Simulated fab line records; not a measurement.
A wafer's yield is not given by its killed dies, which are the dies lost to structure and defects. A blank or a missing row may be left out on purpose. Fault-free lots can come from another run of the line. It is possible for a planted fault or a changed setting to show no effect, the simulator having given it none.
A lot that was struck, set against a sound lot -- flow n5 finfet -- 20 steps out of a route of 1938
Sound: these wafers, L293.3, L293.4, L293.6. The struck wafers were L308.4, L308.5, L308.6. The cause comes at the end.
At each step with rows: each side's tool, then ch and its chambers, then its first start. Under that, the readings that differ: sound wafers -- struck wafers -- difference of the means -- sigmas: that difference in standard deviations of wafers without a fault.
alike: readings whose means differ by less than 2 such deviations, and words and numbers that are the same on both sides. not compared: withheld readings, readings that some wafer has no value for, bounds like >300 that may hide the same value, and numbers for which the record gives no deviation and whose values overlap.
The two part at a step that has a row with sigmas, a row that says differs or no value, or rows on one side only. Numbers that don't overlap but have no deviation are shown without sigmas and don't part them. A reading missing from all wafers of one side parts the sides only when that side holds two or more wafers.

first, 11 steps without rows for these wafers: N5_FIN_CUT_DESCUM_13 (chemistry O2, time 7 s); N5_FIN_CUT_ETCH_30 (etches underlayer in N2/H2, target depth 13 nm, time 10.4 s); N5_FIN_CUT_ETCH_20 (etches SiARC in CF4, target depth 26 nm, time 43.3 s); N5_FIN_CUT_ETCH_21 (etches SOC in N2/H2, target depth 219 nm, overetch 43.8 nm, time 523.5 s); N5_FIN_CUT_STRIP_23 (strips in N2/H2); N5_FIN_CUT_STRIP_31 (strips in N2/H2); N5_FIN_CUT_STRIP_24 (strips in CF4); N5_FIN_CUT_CUT_ETCH_26 (etches SiNx in CH3F/O2, target depth 39 nm, time 55.7 s); N5_FIN_CUT_CUT_ETCH_27 (etches SiO2 in CHF3/O2, target depth 4 nm, overetch 2 nm, time 4.9 s); N5_FIN_CUT_PRECLEAN_35 (cleans in vHF, time 13.3 s); N5_FIN_CUT_CUT_ETCH_15 (etches Si in HBr/Cl2/O2, target depth 100 nm, bt time 10 s, time 42.4 s).
N5_FIN_CUT_CUT_ETCH_28: etches Si in HBr/Cl2/O2, target depth 6 nm, time 2.4 s.
  sound on rie si-05 ch 0,3, day 3 00:11; struck on rie si-05 ch 1,2, day 6 16:10
  alike: O2_flow_sccm, drypump motor current A, oes product au, throttle valve pct
  not compared: rf hours counter h
then, 4 steps without rows for these wafers: N5_FIN_CUT_STRIP_22 (strips in N2/H2); N5_FIN_CUT_PRECLEAN_36 (cleans in O3/DIW, time 60 s); N5_FIN_CUT_SRD_32 (time 30 s); N5_FIN_CUT_UV_OZONE_34 (time 120 s).
N5_FIN_CUT_INSPECT_17: inspects for defects (brightfield).
  struck on defect inspect-02, day 6 16:24; sound on defect inspect-02, day 3 00:25
reading,sound,struck,difference,sigmas
raw defect count,180 141 146,632 648 660,+491,+8
then, 1 step without rows for these wafers: N5_STI_FIN_REVEAL_ALD_00 (deposits SiO2, target thk 1 nm, pulse time 1 s).
-- a jump in the record: the struck wafers' starts before and after are 6 days apart (it breaks off in module STI_FIN_REVEAL and resumes in module BEOL_M4, where the first step shown is number 1111 of the route) --
N5_BEOL_M4_RC_MEAS_101:
  sound on prober-02 ch 0, day 8 19:25; struck on prober-02 ch 0, day 12 20:25
  alike: DIBL_N, DIBL_P, IOFF_N, IOFF_P, ION_N, ION_P, SS_N, SS_P, VT_N, VT_P
-- a jump in the record: the struck wafers' starts before and after are 4 days apart (it breaks off in module BEOL_M4 and resumes in module PASSIVATION, where the first step shown is number 1936 of the route) --
N5_PASSIVATION_PROBE_49:
  rows exist in the record for the struck wafers here (prober-01, day 17 06:20), but not for the sound ones

## WHERE THEY PART
First at N5_FIN_CUT_INSPECT_17; last, within this record, at N5_PASSIVATION_PROBE_49.

WHY: the cause the simulator had injected
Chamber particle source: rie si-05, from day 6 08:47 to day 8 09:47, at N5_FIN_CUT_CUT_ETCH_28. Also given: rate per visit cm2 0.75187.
